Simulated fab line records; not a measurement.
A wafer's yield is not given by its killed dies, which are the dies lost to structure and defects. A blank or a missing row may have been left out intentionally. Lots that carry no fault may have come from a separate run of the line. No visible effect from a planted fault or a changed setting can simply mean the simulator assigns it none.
Matching of chambers | flow n5Finfet | N5_FIN_CUT_DESCUM_13 on rieDiel-02: 4 sister chambers
The step chemistry O2, time 7 s. 4 wafers are shown with their chamber, then 9 later ones without.

== WAFERS PAIRED WITH THEIR CHAMBERS ==
wafer  | chamber | showerheadPlenumPTorr (Torr)
L079.1 | 1       | 2.26
L082.2 | 0       | 2.21
L084.5 | 2       | 2.04
L084.6 | 3       | 2.24

== WAFERS MISSING THEIR CHAMBER ==
wafer  | showerheadPlenumPTorr (Torr)
L091.1 | 2.21
L091.3 | 2.23
L091.5 | 2.23
L092.1 | 2.23
L092.2 | 2.04
L092.6 | 2.25
L093.1 | 2.23
L093.3 | 2.04
L093.4 | 2.25

== THE CHAMBER EACH PASSED THROUGH ==
wafer  | from the rows above     | in truth
L091.1 | 0                       | 0
L091.3 | can't be placed: 3 or 0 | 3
L091.5 | can't be placed: 3 or 0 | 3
L092.1 | can't be placed: 3 or 0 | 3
L092.2 | 2                       | 2
L092.6 | can't be placed: 1 or 3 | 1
L093.1 | can't be placed: 3 or 0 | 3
L093.3 | 2                       | 2
L093.4 | can't be placed: 1 or 3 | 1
Correct placement for 3 of the 9. Unplaceable from these rows: 6, with the true chamber sitting among the candidates in 6. 0 placed wrongly.
How it was worked out, from the rows above alone: a wafer's distance from a chamber is the root of the sum, over the readings, of the square of ((its reading less the chamber's mean) divided by the reading's scatter). If the next closest chamber is less than 2 further off than the closest, the wafer can't be placed; otherwise it belongs to the closest. The mean given for a chamber averages the wafers shown for that chamber. The scatter: with one shown wafer a chamber, the root of the mean of the squares of how far each hidden wafer lies from its nearest shown one.
